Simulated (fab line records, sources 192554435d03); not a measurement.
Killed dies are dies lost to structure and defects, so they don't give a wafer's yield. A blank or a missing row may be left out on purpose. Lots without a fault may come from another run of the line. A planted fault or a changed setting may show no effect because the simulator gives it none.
fab line records | flow n5_finfet
record lots=7 wafers=20 last_day=17
route steps=1938 shown BEOL_M8@1374 PASSIVATION@1936
lots that met no fault: from a run of the same line without faults
start_h: hours from the record's first day to the start of the lot's first wafer shown | wait_h: hours since the lot's step before | " the same as in the row above | L1.1+2: a row that stands for several wafers | - no value, or no start given | * or withheld: withheld | < > ~ a bound
route shown NAME@n: a module of which the file shows steps, and the number in the route of the first | usual: mean/standard deviation of fault-free wafers | same: alike in all rows | chamber/n: place in a boat | sites: the reading at each site | _std_site: their standard deviation | _edge_site: outer sites' mean less inner sites' | radius_mm: how far each site lies from the wafer's centre | mask NAME#n: copy n | behind: the tool/chamber that last shaped the wafer | hold: why the lot was held/for how many hours/how that ended | device: the transistor (n, p or np) that didn't switch | end of line: the same wafers' tests at the end of the route | a step without rows: its recipe alone | killed: dies lost to structure and defects at the first sort, not the wafer's yield | map: a wafer's dies, x killed, . not, _ none there
set.NAME: the setting as run; set.NAME@STEP: as run at that earlier step | model.NAME: the simulator's own value behind a step, which no gauge read
lots at some steps of the route; a table a step, a row a wafer
services: from which hour (start_h, from the record's first day; less than 0 if before it) a tool's chamber was out of use, for how many hours, and why
## steps
# step N5_BEOL_M8_VIA_ETCH_34
# recipe chemistry=C4F6/O2 target=SiCOH_lowk target_depth_a=1255 mask_material=SOC taper_deg=4 time_s=50.5 ion_energy_ev=250 pressure_mtorr=30 source_w=345 bias_w=185 Ar_flow_sccm=300 C4F6_flow_sccm=10 O2_flow_sccm=10
# usual drypump_motor_current_A=5.5/0.48 oes_product_au=0.81/0.093 rf_vpp_V=667/12 showerhead_plenum_p_Torr=2.86/0.1 throttle_valve_pct=20.86/0.17
# columns lot.wafer tool chamber start_h wait_h drypump_motor_current_A oes_product_au rf_hours_counter_h rf_vpp_V showerhead_plenum_p_Torr throttle_valve_pct
L649.1 rie_diel-04 1 226.04 0.0 6.2 0.70 205 667 2.83 21.02
L649.3 " 2 " " 5.7 0.80 128 685 2.75 20.89
L649.6 " 0 " " 5.4 1.00 - 646 2.92 20.57
L651.1 rie_diel-04 0 235.01 0.0 5.5 0.98 4 644 2.92 20.54
L651.5 " 2 " " 5.7 0.79 - 684 2.75 20.91
L651.6 " 1 " " 6.2 0.69 - 669 2.82 21.02
L652.3 rie_diel-03 0 238.66 0.0 5.1 0.86 75 689 3.01 20.82
L652.5 " 3 " " 4.8 0.76 - 656 2.85 21.05
L652.6 " 2 " " 6.2 0.71 - 672 2.85 21.09
L653.2 rie_diel-01 0 259.40 0.0 5.7 0.78 119 659 2.74 20.68
L653.5 " 3 " " 5.9 0.74 - 681 2.83 21.03
L653.6 " 0 " " 5.7 0.78 - 658 2.74 20.67
L654.5 rie_diel-01 3 259.88 0.0 5.9 0.74 - 682 2.83 21.02
L654.6 " 0 " " 5.7 0.79 - 660 2.74 20.67
L666.1 rie_diel-04 0 336.32 0.0 5.5 0.91 40 643 2.90 20.62
L666.3 " 2 " " 5.7 0.76 163 684 2.73 20.94
L666.4 " 1 " " 6.2 0.68 240 668 2.81 21.06
L669.1 rie_diel-04 1 338.36 0.0 6.2 0.67 241 667 2.81 21.08
L669.3 " 0 " " 5.5 0.89 41 645 2.90 20.60
L669.5 " 1 " " 6.2 0.68 - 666 2.81 21.08
# step N5_BEOL_M8_STRIP_76
# recipe chemistry=C4F6/O2 resist=SiARC rf_frequency_hz=6e+07
# step N5_BEOL_M8_STRIP_36
# recipe chemistry=N2/H2 power_w=450 temp_c=40 pressure_mtorr=20 rf_frequency_hz=6e+07 overash_fraction=0.3 bias_power_w=7 h2_frac=0.5 n2_flow_sccm=200 h2_flow_sccm=200
# step N5_BEOL_M8_TRENCH_ETCH_37
# recipe chemistry=C4F6/O2 target_depth_a=934.78 target=SiCOH_lowk time_s=31.2 ion_energy_ev=250 pressure_mtorr=30 source_w=345 bias_w=185 Ar_flow_sccm=300 C4F6_flow_sccm=10 O2_flow_sccm=10
# usual drypump_motor_current_A=5.5/0.48 oes_product_au=0.80/0.094 rf_vpp_V=667/12 showerhead_plenum_p_Torr=2.86/0.1 throttle_valve_pct=20.89/0.17
# columns lot.wafer tool chamber start_h wait_h drypump_motor_current_A oes_product_au rf_hours_counter_h rf_vpp_V showerhead_plenum_p_Torr throttle_valve_pct
L649.1 rie_diel-04 1 - - 6.2 0.70 205 669 2.82 21.05
L649.3 " 2 " " 5.7 0.79 128 684 2.75 20.91
L649.6 " 0 " " 5.5 1.00 - 645 2.92 20.59
L651.1 rie_diel-04 0 - - 5.5 0.99 4 645 2.92 20.59
L651.5 " 2 " " 5.7 0.79 - 685 2.75 20.93
L651.6 " 1 " " 6.2 0.70 - 668 2.82 21.06
L652.3 rie_diel-03 0 - - 5.1 0.85 75 689 3.01 20.84
L652.5 " 3 " " 4.8 0.75 - 654 2.85 21.08
L652.6 " 2 " " 6.2 0.70 - 671 2.85 21.10
L653.2 rie_diel-01 0 - - 5.7 0.77 119 661 2.74 20.69
L653.5 " 3 " " 5.9 0.74 - 680 2.83 21.07
L653.6 " 0 " " 5.7 0.78 - 660 2.74 20.69
L654.5 rie_diel-01 3 - - 5.9 0.74 - 681 2.83 21.03
L654.6 " 0 " " 5.7 0.78 - 659 2.74 20.70
L666.1 rie_diel-04 0 - - 5.5 0.89 40 644 2.90 20.65
L666.3 " 2 " " 5.7 0.75 163 683 2.73 20.97
L666.4 " 1 " " 6.2 0.67 240 667 2.81 21.12
L669.1 rie_diel-04 1 - - 6.2 0.67 241 667 2.81 21.10
L669.3 " 0 " " 5.5 0.90 41 645 2.90 20.64
L669.5 " 1 " " 6.2 0.67 - 668 2.81 21.11
# step N5_BEOL_M8_ETCH_41
# recipe chemistry=CH3F/O2 target=SiCN target_depth_a=319 taper_deg=2 time_s=57.8 ion_energy_ev=120 mask_material=TiN pressure_mtorr=30 source_w=395 bias_w=75 Ar_flow_sccm=150 CH3F_flow_sccm=30 O2_flow_sccm=20
# usual drypump_motor_current_A=5.5/0.48 oes_product_au=0.80/0.093 rf_vpp_V=297.6/1.8 showerhead_plenum_p_Torr=2.01/0.076 throttle_valve_pct=16.29/0.18
# columns lot.wafer tool chamber start_h wait_h drypump_motor_current_A oes_product_au rf_hours_counter_h rf_vpp_V showerhead_plenum_p_Torr throttle_valve_pct
L649.1 rie_diel-04 1 - - 6.2 0.70 205 296.2 1.98 16.45
L649.3 " 2 " " 5.7 0.79 128 295.6 1.93 16.32
L649.6 " 0 " " 5.4 1.01 - 299.1 2.05 15.91
L651.1 rie_diel-04 0 - - 5.5 0.98 4 298.6 2.05 15.92
L651.5 " 2 " " 5.7 0.79 - 295.0 1.93 16.31
L651.6 " 1 " " 6.2 0.70 - 298.1 1.98 16.47
L652.3 rie_diel-03 0 - - 5.1 0.84 75 298.8 2.12 16.20
L652.5 " 3 " " 4.8 0.75 - 298.2 2.00 16.47
L652.6 " 2 " " 6.2 0.71 - 297.0 2.00 16.48
L653.2 rie_diel-01 0 - - 5.7 0.77 119 296.4 1.93 16.13
L653.5 " 3 " " 5.9 0.74 - 297.6 1.99 16.44
L653.6 " 0 " " 5.7 0.77 - 295.7 1.93 16.16
L654.5 rie_diel-01 3 - - 5.9 0.74 - 296.6 1.99 16.45
L654.6 " 0 " " 5.7 0.78 - 293.7 1.93 16.14
L666.1 rie_diel-04 0 - - 5.5 0.90 40 297.7 2.04 16.02
L666.3 " 2 " " 5.7 0.76 163 295.2 1.92 16.39
L666.4 " 1 " " 6.2 0.68 240 295.2 1.97 16.54
L669.1 rie_diel-04 1 - - 6.2 0.67 241 297.1 1.97 16.54
L669.3 " 0 " " 5.5 0.89 41 296.7 2.04 15.97
L669.5 " 1 " " 6.2 0.67 - 298.1 1.97 16.55
# step N5_BEOL_M8_STRIP_80
# recipe chemistry=N2/H2 time_s=10 power_w=450 temp_c=40 pressure_mtorr=20 rf_frequency_hz=6e+07 bias_power_w=7 n2_flow_sccm=200 h2_flow_sccm=200
# usual drypump_motor_current_A=5.6/0.48 oes_product_au=0.80/0.093 rf_vpp_V=59.2/0.9 showerhead_plenum_p_Torr=2.56/0.096 throttle_valve_pct=23.60/0.26
# columns lot.wafer tool chamber start_h wait_h drypump_motor_current_A oes_product_au rf_hours_counter_h rf_vpp_V showerhead_plenum_p_Torr throttle_valve_pct
L649.1 rie_diel-04 1 - - 6.2 0.70 205 58.0 2.54 23.93
L649.3 " 2 " " 5.7 0.79 128 58.8 2.44 23.85
L649.6 " 0 " " 5.5 0.99 - 59.9 2.60 23.19
L651.1 rie_diel-04 0 - - 5.5 0.98 4 59.0 2.60 23.19
L651.5 " 2 " " 5.7 0.80 - 61.0 2.44 23.85
L651.6 " 1 " " 6.2 0.70 - 60.4 2.54 23.94
L652.3 rie_diel-03 0 - - 5.1 0.85 75 58.8 2.69 23.48
L652.5 " 3 " " 4.8 0.75 - 60.2 2.53 23.43
L652.6 " 2 " " 6.2 0.71 - 58.3 2.51 23.58
L653.2 rie_diel-01 0 - - 5.7 0.79 119 59.0 2.45 23.38
L653.5 " 3 " " 5.9 0.74 - 59.2 2.53 23.98
L653.6 " 0 " " 5.7 0.79 - 59.5 2.45 23.37
L654.5 rie_diel-01 3 - - 5.9 0.75 - 57.8 2.53 23.98
L654.6 " 0 " " 5.7 0.79 - 58.7 2.45 23.38
L666.1 rie_diel-04 0 - - 5.5 0.89 40 59.3 2.58 23.25
L666.3 " 2 " " 5.7 0.75 163 58.3 2.43 23.90
L666.4 " 1 " " 6.2 0.67 240 59.3 2.52 23.98
L669.1 rie_diel-04 1 - - 6.2 0.68 241 59.0 2.52 24.01
L669.3 " 0 " " 5.5 0.89 41 58.9 2.58 23.24
L669.5 " 1 " " 6.2 0.67 - 59.3 2.52 24.00
# step N5_BEOL_M8_OCD_MEAS_38
# usual trench_depth_nm=93.2/1.7
# columns lot.wafer tool chamber start_h wait_h trench_depth_nm
L649.1 ocd-02 - 226.29 - 92.1
L649.3 " - " " 93.3
L649.6 " - " " 96.1
L651.1 ocd-02 - 235.25 - 96.8
L651.5 " - " " 93.4
L651.6 " - " " 90.8
L652.3 ocd-01 - 238.91 - 93.2
L652.5 " - " " 92.8
L652.6 " - " " 92.5
L653.2 ocd-02 - 259.65 - 91.2
L653.5 " - " " 91.6
L653.6 " - " " 92.5
L654.5 ocd-01 - 260.11 - 90.6
L654.6 " - " " 91.8
L666.1 ocd-02 - 336.57 - 96.0
L666.3 " - " " 92.3
L666.4 " - " " 91.0
L669.1 ocd-01 - 338.61 - 91.7
L669.3 " - " " 96.4
L669.5 " - " " 91.2
# step N5_BEOL_M8_HM_STRIP_39
# recipe chemistry=peroxide_tin_strip material=TiN target_depth_a=250 temp_c=50 time_s=158
# step N5_BEOL_M8_SRD_40
# recipe time_s=30 temp_c=23 rinse_liquid=diw dry=ipa_marangoni
# step N5_BEOL_M8_PRECLEAN_42
# recipe chemistry=residue_remover time_s=60 temp_c=40
# step N5_BEOL_M8_SRD_43
# recipe time_s=30 temp_c=23 rinse_liquid=diw dry=ipa_marangoni
# step N5_BEOL_M8_CD_MEAS_35
# recipe target_cd_nm=40 polarity=opening
# usual cd_nm=39.7/0.62
# columns lot.wafer tool chamber start_h wait_h cd_nm
L649.1 cd_sem-03 - 226.45 0.0 39.7
L649.3 " - " " 40.6
L649.6 " - " " 39.8
L651.1 cd_sem-01 - 235.41 0.0 39.4
L651.5 " - " " 40.3
L651.6 " - " " 39.2
L652.3 cd_sem-01 - 239.06 0.0 40.0
L652.5 " - " " 39.5
L652.6 " - " " 38.6
L653.2 cd_sem-03 - 259.81 0.0 39.7
L653.5 " - " " 39.3
L653.6 " - " " 39.3
L654.5 cd_sem-01 - 260.27 0.0 39.4
L654.6 " - " " 39.4
L666.1 cd_sem-03 - 336.72 0.0 39.8
L666.3 " - " " 39.6
L666.4 " - " " 41.2
L669.1 cd_sem-01 - 338.76 0.0 39.5
L669.3 " - " " 39.8
L669.5 " - " " 39.7
# step N5_BEOL_M8_CURE_75
# recipe temp_c=370 time_s=120 ambient=DMADMS/He material=SiCOH_lowk
# usual lamp_power_pct=52.31/0.055 run_length_s=177.9/0.49 wafer_temp_C_max=371.8/0.47
# columns lot.wafer tool chamber start_h wait_h lamp_power_pct run_length_s wafer_temp_C_max
L649.1 uv_cure-02 0 226.54 0.1 52.38 178.7 371.9
L649.3 " 0 " " 52.20 178.3 371.8
L649.6 " 0 " " 52.23 177.9 372.0
L651.1 uv_cure-01 2 235.45 0.0 52.38 178.7 371.3
L651.5 " 2 " " 52.35 178.7 371.4
L651.6 " 2 " " 52.34 177.7 371.8
L652.3 uv_cure-01 1 239.20 0.1 52.31 177.6 371.4
L652.5 " 1 " " 52.33 178.2 371.5
L652.6 " 1 " " 52.31 207.0 371.6
L653.2 uv_cure-01 2 260.14 0.3 52.22 177.8 371.7
L653.5 " 2 " " 52.33 177.6 371.9
L653.6 " 2 " " 52.32 207.8 371.9
L654.5 uv_cure-01 0 260.89 0.6 52.45 177.7 371.5
L654.6 " 0 " " 52.32 206.9 371.4
L666.1 uv_cure-03 0 336.76 0.0 52.38 178.2 372.7
L666.3 " 0 " " 52.28 178.8 371.9
L666.4 " 0 " " 52.24 178.2 372.3
L669.1 uv_cure-02 1 338.80 0.0 52.32 177.2 371.9
L669.3 " 1 " " 52.38 177.1 372.0
L669.5 " 1 " " 52.35 177.8 372.5
# step N5_BEOL_M8_DEGAS_44
# recipe ambient=vacuum temp_c=250 time_s=60
# usual heater_power_w=340/33
# columns lot.wafer tool chamber start_h wait_h heater_power_w
L649.1 pvd_sputter-03 - 226.87 0.3 361
L649.3 " - " " 392
L649.6 " - " " 303
L651.1 pvd_sputter-03 - 235.94 0.4 368
L651.5 " - " " 388
L651.6 " - " " 294
L652.3 pvd_sputter-01 - 239.54 0.3 393
L652.5 " - " " 374
L652.6 " - " " 309
L653.2 pvd_sputter-03 - 260.64 0.4 366
L653.5 " - " " 287
L653.6 " - " " 380
L654.5 pvd_sputter-01 - 261.34 0.4 298
L654.6 " - " " 304
L666.1 pvd_sputter-03 - 337.37 0.6 367
L666.3 " - " " 355
L666.4 " - " " 294
L669.1 pvd_sputter-02 - 339.40 0.5 359
L669.3 " - " " 332
L669.5 " - " " 348
# step N5_PASSIVATION_PROBE_49
# usual defect_limited_yield=91.7/1.2 killed_at_M0_to_M3=33/9.5 killed_at_M4_up=13/4.9 killed_at_contacts=13/6.6 killed_at_front_end=36/11 killed_at_other=3.0/2.6 killed_dies=97/14 killed_open=65/11 killed_short=31/6.6 sort_bin_5_function=4.8/0.82 sort_bin_6_memory=3.1/0.58 sort_n_pass=1083/14 sort_yield_pct=91.7/1.2
# same gross_dies=1180 killed_at_back_side=0 sort_bin_4_leakage[%]=0 sort_bin_8_speed[%]=0
# columns lot.wafer tool chamber start_h wait_h defect_limited_yield[%] killed_at_M0_to_M3 killed_at_M4_up killed_at_contacts killed_at_front_end killed_at_other killed_dies killed_open killed_short sort_bin_5_function[%] sort_bin_6_memory[%] sort_n_pass sort_yield_pct[%]
L649.1 prober-01 - 288.97 0.0 92.9 32 13 2 32 5 84 52 31 3.9 3.1 1096 92.9
L649.3 prober-01 - 289.07 0.1 90.2 22 17 8 63 6 116 85 30 5.2 4.4 1064 90.2
L649.6 prober-01 - 289.22 0.3 92.9 18 21 11 31 3 84 61 21 4.1 2.8 1096 92.9
L652.3 prober-01 - 301.31 0.1 91.8 52 5 9 23 8 97 62 35 5.3 2.8 1083 91.8
L652.5 prober-01 - 301.41 0.2 91.6 27 22 11 38 1 99 64 34 4.9 3.0 1081 91.6
L652.6 prober-01 - 301.46 0.3 90.3 41 10 8 49 6 114 73 37 6.0 3.2 1066 90.3
L651.1 prober-02 - 302.31 0.0 92.8 33 13 11 24 4 85 50 35 4.3 2.7 1095 92.8
L651.5 prober-02 - 302.51 0.2 92.7 19 14 17 36 0 86 64 22 3.7 3.2 1094 92.7
L651.6 prober-02 - 302.56 0.3 89.0 33 21 14 61 1 130 95 33 6.4 4.1 1050 89.0
L654.5 prober-01 - 324.45 0.2 92.5 42 19 1 25 1 88 63 23 4.3 3.1 1092 92.5
L654.6 prober-01 - 324.50 0.3 92.0 31 13 3 43 4 94 54 39 5.2 2.7 1086 92.0
L653.2 prober-01 - 329.21 0.1 92.5 38 11 5 34 0 88 60 28 4.9 2.5 1092 92.5
L653.5 prober-01 - 329.36 0.2 91.8 34 10 16 36 1 97 63 31 5.3 2.5 1083 91.8
L653.6 prober-01 - 329.41 0.3 89.7 51 8 24 32 7 122 87 34 5.9 4.2 1058 89.7
L669.1 prober-02 - 414.33 0.0 91.2 32 12 16 40 4 104 71 33 5.8 2.8 1076 91.2
L669.3 prober-02 - 414.43 0.1 91.6 35 14 5 44 1 99 66 32 5.2 3.2 1081 91.6
L669.5 prober-02 - 414.53 0.2 90.7 39 8 18 44 1 110 79 30 6.0 2.9 1070 90.7
L666.1 prober-02 - 417.23 0.0 91.6 28 18 6 42 5 99 62 36 4.7 3.2 1081 91.6
L666.3 prober-02 - 417.33 0.1 91.8 24 22 12 39 0 97 63 34 4.8 3.1 1083 91.8
L666.4 prober-02 - 417.38 0.2 91.4 37 16 8 38 2 101 73 28 4.5 3.7 1079 91.4
# killed by level:class
L649.1 FIN_SAQP:geometric_particle:open=8 BEOL_M0_SAQP:geometric_particle:open=8 BEOL_M3:geometric_particle:open=7 FIN_SAQP:geometric_particle:short=6 BEOL_M4:geometric_particle:open=5 BEOL_M2:geometric_particle:open=4 ILD0:geometric_particle:open=3 GATE_CUT:geometric_particle:open=3
L649.3 FIN_SAQP:geometric_particle:open=31 FIN_SAQP:geometric_particle:short=10 BEOL_M4:geometric_particle:open=9 BEOL_M2:geometric_particle:open=8 DUMMY_GATE:geometric_particle:open=6 MOL_CONTACT_COAG:geometric_particle:open=6 BEOL_M5:geometric_particle:open=5 BEOL_M3:geometric_particle:open=4
L649.6 BEOL_M4:geometric_particle:open=11 FIN_SAQP:geometric_particle:open=10 MOL_CONTACT_COAG:geometric_particle:open=8 BEOL_M2:geometric_particle:open=8 FIN_SAQP:geometric_particle:short=6 BEOL_M1:geometric_particle:open=5 GATE_CUT:geometric_particle:open=3 BEOL_M7:geometric_particle:open=3
L652.3 BEOL_M1:geometric_particle:open=20 BEOL_M2:geometric_particle:open=10 BEOL_M1:geometric_particle:short=7 FIN_SAQP:geometric_particle:open=5 MOL_CONTACT_COAG:geometric_particle:open=5 BEOL_M3:geometric_particle:open=5 DUMMY_GATE:geometric_particle:open=4 MOL_CONTACT_COAG:geometric_particle:short=4
L652.5 STI_FIN_REVEAL:geometric_particle:open=10 MOL_CONTACT_COAG:geometric_particle:open=10 FIN_SAQP:geometric_particle:short=8 BEOL_M5:geometric_particle:open=7 FIN_SAQP:geometric_particle:open=6 BEOL_M0_SAQP:geometric_particle:short=6 BEOL_M7:geometric_particle:open=6 BEOL_M0_SAQP:geometric_particle:open=5
L652.6 FIN_SAQP:geometric_particle:open=12 STI_FIN_REVEAL:geometric_particle:open=10 BEOL_M2:geometric_particle:open=9 MOL_CONTACT_COAG:geometric_particle:open=7 BEOL_M1:geometric_particle:short=7 BEOL_M3:geometric_particle:open=7 FIN_SAQP:geometric_particle:short=6 BEOL_M1:geometric_particle:open=6
L651.1 BEOL_M3:geometric_particle:open=9 MOL_CONTACT_COAG:geometric_particle:open=7 BEOL_M4:geometric_particle:open=7 BEOL_M0_SAQP:geometric_particle:short=6 STI_FIN_REVEAL:geometric_particle:open=5 BEOL_M2:geometric_particle:open=5 STARTING-WAFER:geometric_particle:short=5 FIN_SAQP:geometric_particle:short=4
L651.5 MOL_CONTACT_COAG:geometric_particle:open=16 STI_FIN_REVEAL:geometric_particle:open=15 BEOL_M3:geometric_particle:open=6 FIN_SAQP:geometric_particle:open=4 BEOL_M0:geometric_particle:open=3 ILD0:geometric_particle:short=3 BEOL_M5:geometric_particle:short=3 BEOL_M8:geometric_particle:open=3
L651.6 STI_FIN_REVEAL:geometric_particle:open=33 MOL_CONTACT_COAG:geometric_particle:open=14 BEOL_M2:geometric_particle:open=11 BEOL_M4:geometric_particle:open=8 FIN_SAQP:geometric_particle:open=6 STI_FIN_REVEAL:geometric_particle:short=6 BEOL_M0_SAQP:geometric_particle:short=6 BEOL_M5:geometric_particle:open=6
L654.5 BEOL_M1:geometric_particle:open=13 BEOL_M2:geometric_particle:open=10 BEOL_M4:geometric_particle:open=7 DUMMY_GATE:geometric_particle:open=6 BEOL_M0_SAQP:geometric_particle:short=5 BEOL_M0_SAQP:geometric_particle:open=5 STARTING-WAFER:geometric_particle:open=5 FIN_SAQP:geometric_particle:short=3
L654.6 FIN_SAQP:geometric_particle:short=10 BEOL_M0_SAQP:geometric_particle:short=9 BEOL_M1:geometric_particle:open=8 STI_FIN_REVEAL:geometric_particle:open=7 DUMMY_GATE:geometric_particle:open=6 GATE_CUT:geometric_particle:short=5 DUMMY_GATE:geometric_particle:short=4 BEOL_M0_SAQP:geometric_particle:open=4
L653.2 BEOL_M0_SAQP:geometric_particle:open=9 BEOL_M0_SAQP:geometric_particle:short=8 BEOL_M1:geometric_particle:open=7 FIN_SAQP:geometric_particle:short=6 FIN_SAQP:geometric_particle:open=5 GATE_CUT:geometric_particle:open=5 BEOL_M3:geometric_particle:open=5 BEOL_M4:geometric_particle:open=5
L653.5 FIN_SAQP:geometric_particle:open=18 MOL_CONTACT_COAG:geometric_particle:open=14 BEOL_M3:geometric_particle:open=12 FIN_SAQP:geometric_particle:short=11 BEOL_M0_SAQP:geometric_particle:short=9 BEOL_M4:geometric_particle:open=4 BEOL_M2:geometric_particle:open=3 MOL_CONTACT_COAG:geometric_particle:short=2
L653.6 MOL_CONTACT_COAG:geometric_particle:open=19 FIN_SAQP:geometric_particle:open=14 BEOL_M0_SAQP:geometric_particle:open=11 BEOL_M2:geometric_particle:open=10 BEOL_M3:geometric_particle:open=10 BEOL_M1:geometric_particle:open=9 MOL_CONTACT_COAG:geometric_particle:short=5 BEOL_M0_SAQP:geometric_particle:short=5
L669.1 MOL_CONTACT_COAG:geometric_particle:open=13 STI_FIN_REVEAL:geometric_particle:open=10 FIN_SAQP:geometric_particle:short=8 BEOL_M1:geometric_particle:open=7 BEOL_M4:geometric_particle:open=7 BEOL_M0_SAQP:geometric_particle:short=5 BEOL_M2:geometric_particle:open=5 STARTING-WAFER:geometric_particle:open=5
L669.3 STI_FIN_REVEAL:geometric_particle:open=10 DUMMY_GATE:geometric_particle:open=10 BEOL_M2:geometric_particle:open=7 BEOL_M4:geometric_particle:open=7 STARTING-WAFER:geometric_particle:short=6 BEOL_M1:geometric_particle:open=6 FIN_SAQP:geometric_particle:open=5 BEOL_M0:geometric_particle:open=5
L669.5 MOL_CONTACT_COAG:geometric_particle:open=17 BEOL_M2:geometric_particle:open=16 DUMMY_GATE:geometric_particle:open=11 STI_FIN_REVEAL:geometric_particle:open=7 BEOL_M0_SAQP:geometric_particle:short=7 FIN_SAQP:geometric_particle:short=5 BEOL_M1:geometric_particle:open=5 BEOL_M3:geometric_particle:open=5
L666.1 FIN_SAQP:geometric_particle:short=11 BEOL_M4:geometric_particle:open=11 STI_FIN_REVEAL:geometric_particle:open=8 DUMMY_GATE:geometric_particle:open=7 BEOL_M0_SAQP:geometric_particle:open=6 FIN_SAQP:geometric_particle:open=5 MOL_CONTACT_COAG:geometric_particle:open=5 STARTING-WAFER:geometric_particle:short=4
L666.3 BEOL_M4:geometric_particle:open=11 MOL_CONTACT_COAG:geometric_particle:open=9 STI_FIN_REVEAL:geometric_particle:open=8 STARTING-WAFER:geometric_particle:open=8 FIN_SAQP:geometric_particle:short=7 BEOL_M4:geometric_particle:short=7 BEOL_M0_SAQP:geometric_particle:short=5 DUMMY_GATE:geometric_particle:open=4
L666.4 STI_FIN_REVEAL:geometric_particle:open=14 BEOL_M3:geometric_particle:open=13 BEOL_M4:geometric_particle:open=10 MOL_CONTACT_COAG:geometric_particle:open=6 BEOL_M1:geometric_particle:open=6 STI_FIN_REVEAL:geometric_particle:short=4 DUMMY_GATE:geometric_particle:open=4 BEOL_M0_SAQP:geometric_particle:open=4
## services
# columns tool chamber start_h hours kind
uv_cure-03 - 219.51 2.8 pm
uv_cure-03 - 225.37 2.1 pm
rie_diel-04 1 244.41 8.5 repair
rie_diel-03 - 245.05 0.2 repair
uv_cure-03 - 253.21 24.2 repair
rie_diel-01 1 257.18 - clean
rie_diel-01 1 257.18 - consumable_replace:focus_ring
rie_diel-01 1 257.18 - consumable_replace:showerhead
rie_diel-01 1 257.18 13.3 scheduled_down
rie_diel-01 1 257.18 13.3 vent_cycle
uv_cure-02 - 257.90 22.2 pm
uv_cure-01 - 294.40 1.0 pm
rie_diel-04 2 301.40 10.4 repair
rie_diel-04 0 305.53 5.1 repair
uv_cure-03 - 316.59 1.0 pm
uv_cure-02 - 329.30 1.0 pm
## key
first_sign step=N5_BEOL_M8_CURE_75 reading=run_length_s direction=up sigmas=60 usual=* struck=*
effect none on later readings
met_at N5_BEOL_M8_CURE_75
struck_wafers L652.6,L653.6,L654.6
onset_between 235.45 239.20
fault kind=process_parameter_drift tool=uv_cure-01 chamber=- onset_h=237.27 steps=N5_BEOL_M8_CURE_75 channel=time_s offset=* shape=step end_h=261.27 scope=struck_wafers_only acts_in=* stated=*
